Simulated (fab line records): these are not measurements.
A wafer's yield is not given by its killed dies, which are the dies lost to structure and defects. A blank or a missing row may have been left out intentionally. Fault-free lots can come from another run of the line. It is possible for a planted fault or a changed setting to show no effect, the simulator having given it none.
Chamber matching ; flow nand_harc ; NHARC_P_GATE_ETCH_32 on rie_si-06 has 4 sister chambers
The step etches the open film in HBr/Cl2, target depth 150 nm, time 100.1 s. 4 wafers are shown with their chamber, then 8 later ones without.

== WAFERS WITH THEIR CHAMBER ==
wafer;chamber;drypump_motor_current_A (A)
L079.6;2;6.0
L084.3;0;5.0
L084.5;3;5.9
L085.2;1;6.3

== WAFERS WITHOUT THEIR CHAMBER ==
wafer;drypump_motor_current_A (A)
L085.3;5.9
L085.6;5.0
L087.1;5.9
L087.2;5.0
L087.6;6.0
L094.1;5.8
L094.4;6.0
L094.5;5.0

== THE CHAMBER EACH PASSED THROUGH ==
wafer;from the rows above;in truth
L085.3;3;3
L085.6;0;0
L087.1;3;3
L087.2;0;0
L087.6;2;2
L094.1;3;3
L094.4;2;2
L094.5;0;0
8 of 8 placed correctly. Not placeable from these rows: 0. 0 placed wrongly.
How it was worked out, from the rows above alone: a wafer's distance from a chamber is the root of the sum, over the readings, of the square of ((its reading less the chamber's mean) divided by the reading's scatter). If the next closest chamber is less than 2 further off than the closest, the wafer can't be placed; otherwise it belongs to the closest. A chamber's mean is the mean of its shown wafers. The scatter: root of mean squared gap, hidden wafer to nearest shown wafer, with one shown wafer a chamber.
